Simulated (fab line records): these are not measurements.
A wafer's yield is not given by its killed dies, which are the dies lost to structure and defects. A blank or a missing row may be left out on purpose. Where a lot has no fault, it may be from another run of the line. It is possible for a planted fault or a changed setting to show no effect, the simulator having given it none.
The tool behind it: which one? | flow n5Finfet | Sampling: 24 lots, 72 wafers, 4 of 1938 route steps

WHAT THE GAUGES READ, wafer by wafer
N5_BEOL_M5_CD_MEAS_11: the cd target is 27.74 nm. Usual: cdNm reads 28.13 nm (standard deviation 0.26).
lot  | measured     | on       | cdNm (nm)         | flag
L075 | day 8 12:28  | cdSem-02 | 28.51 28.12 28.54 | 
L077 | day 8 14:51  | cdSem-02 | 27.94 28.35 28.37 | 
L076 | day 8 14:59  | cdSem-03 | 28.72 28.37 28.49 | 
L074 | day 8 23:24  | cdSem-03 | 28.10 28.20 28.22 | 
L079 | day 9 06:56  | cdSem-02 | 27.79 28.20 27.90 | 
L078 | day 9 09:41  | cdSem-02 | 28.27 28.02 28.39 | 
L080 | day 9 10:12  | cdSem-02 | 28.02 28.01 27.70 | 
L081 | day 9 16:46  | cdSem-01 | 27.95 28.27 28.06 | 
L082 | day 10 05:57 | cdSem-01 | 28.07 28.65 27.88 | 
L083 | day 10 11:39 | cdSem-01 | 28.36 28.34 28.01 | 
L084 | day 10 18:05 | cdSem-02 | 28.39 28.41 28.43 | 
L085 | day 11 05:12 | cdSem-01 | 28.34 28.11 27.76 | 
L086 | day 11 05:22 | cdSem-01 | 28.27 28.09 27.73 | 
L087 | day 11 14:17 | cdSem-03 | 27.80 27.92 28.01 | 
L088 | day 11 20:29 | cdSem-01 | 28.06 28.43 28.16 | 
L089 | day 11 22:20 | cdSem-03 | 28.10 28.62 28.03 | 
L091 | day 12 06:08 | cdSem-02 | 28.15 28.35 28.45 | 
L090 | day 12 12:59 | cdSem-02 | 28.03 28.31 28.18 | 
L092 | day 12 17:45 | cdSem-03 | 27.88 28.25 28.17 | 
L094 | day 12 22:28 | cdSem-01 | 27.81 28.35 28.12 | 
L093 | day 12 22:31 | cdSem-01 | 28.26 27.97 27.84 | 
L095 | day 13 14:00 | cdSem-02 | 27.86 27.97 28.35 | 
L096 | day 13 16:15 | cdSem-02 | 27.61 28.16 27.61 | 
L097 | day 13 16:25 | cdSem-03 | 27.95 27.91 27.92 | 

N5_BEOL_M5_CD_MEAS_28: target cd 30.6 nm, target cd y 20 nm. Usual: cdNm reads 30.55 nm (standard deviation 0.25).
lot  | measured     | on       | cdNm (nm)         | flag
L075 | day 8 13:28  | cdSem-02 | 30.45 30.32 30.50 | 
L077 | day 8 16:05  | cdSem-02 | 30.41 30.72 30.77 | 
L076 | day 8 16:18  | cdSem-03 | 30.87 30.84 30.68 | 
L074 | day 9 00:26  | cdSem-02 | 30.77 30.68 30.73 | 
L079 | day 9 09:03  | cdSem-01 | 30.30 30.52 30.45 | 
L078 | day 9 11:27  | cdSem-02 | 30.78 30.69 30.71 | 
L080 | day 9 12:05  | cdSem-03 | 29.83 30.19 30.23 | 
L081 | day 9 17:37  | cdSem-03 | 30.64 30.42 30.74 | 
L082 | day 10 06:51 | cdSem-03 | 30.40 30.71 30.51 | 
L083 | day 10 12:44 | cdSem-02 | 30.74 30.95 31.16 | 
L084 | day 10 20:53 | cdSem-02 | 30.75 30.66 30.14 | 
L085 | day 11 07:01 | cdSem-01 | 30.29 30.00 30.49 | 
L086 | day 11 07:11 | cdSem-01 | 30.18 30.60 30.67 | 
L087 | day 11 16:37 | cdSem-01 | 30.78 30.60 30.59 | 
L088 | day 11 21:44 | cdSem-02 | 30.71 30.99 30.51 | 
L089 | day 12 02:29 | cdSem-02 | 31.08 30.67 30.88 | 
L091 | day 12 07:38 | cdSem-03 | 30.42 30.38 30.58 | 
L090 | day 12 14:59 | cdSem-02 | 30.30 30.72 30.80 | 
L092 | day 12 21:13 | cdSem-03 | 30.81 30.61 30.78 | 
L094 | day 13 00:05 | cdSem-01 | 30.44 30.56 30.29 | 
L093 | day 13 00:28 | cdSem-01 | 30.78 30.36 30.21 | 
L095 | day 13 15:01 | cdSem-01 | 30.30 30.13 30.31 | 
L096 | day 13 19:55 | cdSem-01 | 30.79 30.65 30.67 | 
L097 | day 13 20:19 | cdSem-03 | 30.42 30.52 30.49 | 

WHAT TOOL EACH LOT RAN ON (gives the tool, then ch and the chambers of the sampled wafers, and finally the start)
lot  | N5_BEOL_M5_PECVD_70             | N5_BEOL_M5_HM_OPEN_17
L075 | pecvd-01 ch 1,2, day 8 11:15    | rieMetal-02 ch 0,1, day 8 12:50
L077 | pecvd-03 ch 1,2, day 8 14:13    | rieMetal-01 ch 0,1, day 8 15:13
L076 | pecvd-03 ch 1,2, day 8 14:29    | rieMetal-02 ch 0,1, day 8 15:29
L074 | pecvd-01 ch 0,2, day 8 19:10    | rieMetal-01 ch 0,1, day 8 23:46
L079 | pecvd-01 ch 1,2, day 9 05:49    | rieMetal-03 ch 0, day 9 07:19
L078 | pecvd-02 ch 0,1,2, day 9 07:05  | rieMetal-02 ch 0,1, day 9 10:49
L080 | pecvd-02 ch 0,1, day 9 07:46    | rieMetal-03 ch 0,1, day 9 11:21
L081 | pecvd-02 ch 0,1, day 9 15:26    | rieMetal-03 ch 0,1, day 9 17:08
L082 | pecvd-03 ch 0,2, day 10 04:29   | rieMetal-03 ch 0,1, day 10 06:19
L083 | pecvd-02 ch 0,1, day 10 10:47   | rieMetal-01 ch 0,1, day 10 12:01
L084 | pecvd-03 ch 0,1, day 10 15:42   | rieMetal-02 ch 0,1, day 10 18:27
L085 | pecvd-02 ch 0,2, day 11 03:21   | rieMetal-01 ch 1, day 11 05:34
L086 | pecvd-01 ch 0,1,2, day 11 03:52 | rieMetal-01 ch 0,1, day 11 05:44
L087 | pecvd-02 ch 0,1, day 11 12:27   | rieMetal-01 ch 0,1, day 11 14:40
L088 | pecvd-02 ch 0,1,2, day 11 19:06 | rieMetal-02 ch 0,1, day 11 20:59
L089 | pecvd-03 ch 0,1, day 11 21:25   | rieMetal-03 ch 0,1, day 11 22:42
L091 | pecvd-01 ch 0,2, day 12 04:50   | rieMetal-03 ch 0,1, day 12 06:31
L090 | pecvd-01 ch 0,1, day 12 09:57   | rieMetal-03 ch 0,1, day 12 14:28
L092 | pecvd-01 ch 0,1, day 12 17:09   | rieMetal-01 ch 0, day 12 19:02
L094 | pecvd-01 ch 1,2, day 12 21:26   | rieMetal-03 ch 0,1, day 12 23:20
L093 | pecvd-02 ch 0,1,2, day 12 21:34 | rieMetal-02 ch 0,1, day 12 23:50
L095 | pecvd-02 ch 1,2, day 13 12:59   | rieMetal-02 ch 1, day 13 14:23
L096 | pecvd-02 ch 0,1,2, day 13 15:40 | rieMetal-02 ch 0,1, day 13 16:37
L097 | pecvd-01 ch 0,1,2, day 13 15:45 | rieMetal-03 ch 0,1, day 13 16:49
- N5_BEOL_M5_PECVD_70: deposits SiO2 from TEOS/O2, target thk 16 nm, time 18 s.
- N5_BEOL_M5_HM_OPEN_17: chemistry Cl2/BCl3, target TiN, target depth 20 nm, overetch 6 nm.

WHAT THE TOOLS THEMSELVES READ (means of the sampled wafers that have a number; where no wafer has one, the mark that the record gives instead)
N5_BEOL_M5_PECVD_70. Usual: chamberPressureTorr 5.499 Torr, standard deviation 0.012; heaterPowerOuterW 404 W, standard deviation 44; heaterPowerW 682 W, standard deviation 58; showerheadPlenumPTorr 8.83 Torr, standard deviation 0.047; throttleValvePct 22.2 %, standard deviation 0.89.
lot  | tool     | chamberPressureTorr (Torr) | heaterPowerOuterW (W) | heaterPowerW (W) | showerheadPlenumPTorr (Torr) | throttleValvePct (%) | flag
L075 | pecvd-01 | 5.503                      | 391                   | 713              | 8.83                         | 21.3                 | 
L077 | pecvd-03 | 5.493                      | 444                   | 748              | 8.81                         | 22.6                 | 
L076 | pecvd-03 | 5.493                      | 430                   | 725              | 8.81                         | 22.6                 | 
L074 | pecvd-01 | 5.487                      | 415                   | 716              | 8.84                         | 21.9                 | 
L079 | pecvd-01 | 5.492                      | 403                   | 708              | 8.80                         | 21.7                 | 
L078 | pecvd-02 | 5.504                      | 441                   | 706              | 8.84                         | 22.2                 | 
L080 | pecvd-02 | 5.503                      | 418                   | 701              | 8.81                         | 22.7                 | 
L081 | pecvd-02 | 5.504                      | 440                   | 703              | 8.81                         | 22.9                 | 
L082 | pecvd-03 | 5.501                      | 415                   | 668              | 8.85                         | 22.7                 | 
L083 | pecvd-02 | 5.496                      | 399                   | 661              | 8.80                         | 22.8                 | 
L084 | pecvd-03 | 5.495                      | 401                   | 642              | 8.81                         | 23.2                 | 
L085 | pecvd-02 | 5.491                      | 364                   | 622              | 8.88                         | 21.4                 | 
L086 | pecvd-01 | 5.498                      | 410                   | 735              | 8.82                         | 21.7                 | 
L087 | pecvd-02 | 5.493                      | 439                   | 700              | 8.82                         | 22.9                 | 
L088 | pecvd-02 | 5.494                      | 427                   | 694              | 8.85                         | 22.3                 | 
L089 | pecvd-03 | 5.499                      | 391                   | 623              | 8.83                         | 23.2                 | 
L091 | pecvd-01 | 5.513                      | 346                   | 650              | 8.84                         | 21.8                 | 
L090 | pecvd-01 | 5.490                      | 391                   | 681              | 8.76                         | 22.0                 | 
L092 | pecvd-01 | 5.507                      | 410                   | 692              | 8.79                         | 22.1                 | 
L094 | pecvd-01 | 5.513                      | 373                   | 677              | 8.83                         | 21.4                 | 
L093 | pecvd-02 | 5.499                      | 411                   | 683              | 8.84                         | 22.3                 | 
L095 | pecvd-02 | 5.507                      | 367                   | 613              | 8.85                         | 22.6                 | 
L096 | pecvd-02 | 5.493                      | 415                   | 681              | 8.84                         | 22.3                 | 
L097 | pecvd-01 | 5.507                      | 404                   | 710              | 8.80                         | 21.8                 | 

N5_BEOL_M5_HM_OPEN_17. Usual: biasW 125.9 W, standard deviation 0.34; chamberPressureMTorr 10.000 mTorr, standard deviation 0.009; drypumpMotorCurrentA 5.81 A, standard deviation 0.23; oesProductAu 0.67 a.u., standard deviation 0.038; throttleValvePct 22.2 %, standard deviation 0.35.
lot  | tool        | biasW (W) | chamberPressureMTorr (mTorr) | drypumpMotorCurrentA (A) | oesProductAu (a.u.) | throttleValvePct (%) | flag
L075 | rieMetal-02 | 125.9     | 9.997                        | 5.93                     | 0.72                | 22.5                 | 
L077 | rieMetal-01 | 125.8     | 9.989                        | 5.49                     | 0.64                | 22.0                 | 
L076 | rieMetal-02 | 126.2     | 10.005                       | 5.93                     | 0.72                | 22.5                 | 
L074 | rieMetal-01 | 126.0     | 10.002                       | 5.72                     | 0.66                | 21.9                 | 
L079 | rieMetal-03 | 125.7     | 9.998                        | 5.81                     | 0.65                | 22.0                 | 
L078 | rieMetal-02 | 126.1     | 10.001                       | 5.94                     | 0.73                | 22.2                 | 
L080 | rieMetal-03 | 125.9     | 10.004                       | 5.80                     | 0.67                | 22.2                 | 
L081 | rieMetal-03 | 126.3     | 10.003                       | 5.82                     | 0.66                | 22.1                 | 
L082 | rieMetal-03 | 125.8     | 10.003                       | 5.78                     | 0.66                | 22.1                 | 
L083 | rieMetal-01 | 125.7     | 9.999                        | 5.48                     | 0.64                | 22.0                 | 
L084 | rieMetal-02 | 126.1     | 9.997                        | 5.92                     | 0.69                | 22.5                 | 
L085 | rieMetal-01 | 125.7     | 9.996                        | 5.24                     | 0.61                | 22.2                 | 
L086 | rieMetal-01 | 125.6     | 10.002                       | 5.74                     | 0.65                | 21.9                 | 
L087 | rieMetal-01 | 125.7     | 10.002                       | 5.47                     | 0.63                | 22.1                 | 
L088 | rieMetal-02 | 126.2     | 10.002                       | 5.96                     | 0.71                | 22.2                 | 
L089 | rieMetal-03 | 125.6     | 10.012                       | 5.81                     | 0.65                | 22.1                 | 
L091 | rieMetal-03 | 126.3     | 10.001                       | 5.83                     | 0.66                | 22.2                 | 
L090 | rieMetal-03 | 126.1     | 9.999                        | 5.79                     | 0.65                | 22.1                 | 
L092 | rieMetal-01 | 126.0     | 9.996                        | 5.97                     | 0.65                | 21.8                 | 
L094 | rieMetal-03 | 126.1     | 10.007                       | 5.80                     | 0.65                | 22.1                 | 
L093 | rieMetal-02 | 125.6     | 10.002                       | 5.92                     | 0.68                | 22.5                 | 
L095 | rieMetal-02 | 126.0     | 9.996                        | 5.89                     | 0.66                | 22.8                 | 
L096 | rieMetal-02 | 125.9     | 10.002                       | 5.92                     | 0.67                | 22.5                 | 
L097 | rieMetal-03 | 125.7     | 9.995                        | 5.81                     | 0.65                | 22.2                 | 

THE ANSWER, worked out from the rows above alone
Rule: take the mean of a lot's wafers that have a number; if it is more than 3 standard deviations from the usual mean, the lot is off. Also off: a lot with no number at a reading for which 4 or more lots have one. All remaining lots with rows at the step are treated as sound. After the gauges, taken in route order, come the tools' own readings; for these a lot's mean is taken, as printed above. At the first step where some lot is off, the reading lying furthest off is the one used; lots without a number count as furthest.
Nothing can be told from this: no lot is off at any reading shown.

WHAT HAD BEEN PUT IN BY THE SIMULATOR
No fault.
